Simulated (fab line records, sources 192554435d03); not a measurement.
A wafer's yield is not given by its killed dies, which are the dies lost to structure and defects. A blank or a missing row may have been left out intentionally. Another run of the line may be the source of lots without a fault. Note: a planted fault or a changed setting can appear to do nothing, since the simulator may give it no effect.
Chamber matching :: flow n5_finfet :: cvd_co-02 running N5_BEOL_M10_CVD_75: 3 sister chambers
The step deposits Co from CCTBA/H2, target thk 2 nm, time 138.9 s. 18 wafers are shown with their chamber, then 9 later ones without.

EACH WAFER AND ITS CHAMBER
wafer: L968.1
chamber: 0
chamber_pressure_Torr (Torr): 29.96

wafer: L968.4
chamber: 2
chamber_pressure_Torr (Torr): 30.01

wafer: L968.6
chamber: 1
chamber_pressure_Torr (Torr): 30.02

wafer: L969.3
chamber: 1
chamber_pressure_Torr (Torr): 30.04

wafer: L969.5
chamber: 0
chamber_pressure_Torr (Torr): 30.06

wafer: L969.6
chamber: 2
chamber_pressure_Torr (Torr): 29.91

wafer: L971.1
chamber: 0
chamber_pressure_Torr (Torr): 29.89

wafer: L971.3
chamber: 2
chamber_pressure_Torr (Torr): 29.97

wafer: L971.4
chamber: 1
chamber_pressure_Torr (Torr): 29.93

wafer: L975.4
chamber: 1
chamber_pressure_Torr (Torr): 30.08

wafer: L975.5
chamber: 0
chamber_pressure_Torr (Torr): 29.93

wafer: L975.6
chamber: 2
chamber_pressure_Torr (Torr): 29.95

wafer: L972.1
chamber: 0
chamber_pressure_Torr (Torr): 30.03

wafer: L972.3
chamber: 1
chamber_pressure_Torr (Torr): 29.95

wafer: L972.4
chamber: 2
chamber_pressure_Torr (Torr): 29.92

wafer: L980.1
chamber: 0
chamber_pressure_Torr (Torr): 30.06

wafer: L980.3
chamber: 2
chamber_pressure_Torr (Torr): 29.98

wafer: L980.6
chamber: 1
chamber_pressure_Torr (Torr): 30.01

SIGNATURES, as means of the wafers listed above
reading: chamber_pressure_Torr
chamber 0: 29.9883
chamber 1: 30.0050
chamber 2: 29.9567
scatter within a chamber: 0.057
Rule: distance of a wafer from a chamber = root of the sum over the readings of ((wafer's reading minus chamber's mean) / reading's scatter) squared. If the next closest chamber is less than 2 further off than the closest, the wafer can't be placed; otherwise it belongs to the closest. How the scatter is found: for the shown wafers, subtract from each reading the mean of its chamber, square and add these, divide the total by (wafers less chambers), then take the root.

WAFERS WITHOUT THEIR CHAMBER
wafer: L984.3
chamber_pressure_Torr (Torr): 29.91

wafer: L984.5
chamber_pressure_Torr (Torr): 29.90

wafer: L984.6
chamber_pressure_Torr (Torr): 29.95

wafer: L986.2
chamber_pressure_Torr (Torr): 29.90

wafer: L986.3
chamber_pressure_Torr (Torr): 29.93

wafer: L986.5
chamber_pressure_Torr (Torr): 30.02

wafer: L990.2
chamber_pressure_Torr (Torr): 29.99

wafer: L990.3
chamber_pressure_Torr (Torr): 30.02

wafer: L990.5
chamber_pressure_Torr (Torr): 30.07

CHAMBER TAKEN BY EACH
wafer: L984.3
from the rows above: can't be placed: 2 or 0 or 1
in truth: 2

wafer: L984.5
from the rows above: can't be placed: 2 or 0 or 1
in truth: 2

wafer: L984.6
from the rows above: can't be placed: 2 or 0 or 1
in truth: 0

wafer: L986.2
from the rows above: can't be placed: 2 or 0 or 1
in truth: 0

wafer: L986.3
from the rows above: can't be placed: 2 or 0 or 1
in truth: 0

wafer: L986.5
from the rows above: can't be placed: 1 or 0 or 2
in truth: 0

wafer: L990.2
from the rows above: can't be placed: 0 or 1 or 2
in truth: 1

wafer: L990.3
from the rows above: can't be placed: 1 or 0 or 2
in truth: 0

wafer: L990.5
from the rows above: can't be placed: 1 or 0 or 2
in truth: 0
Correct placement for 0 of the 9. Unplaceable from these rows: 9, with the true chamber sitting among the candidates in 9. Number placed wrongly: 0.
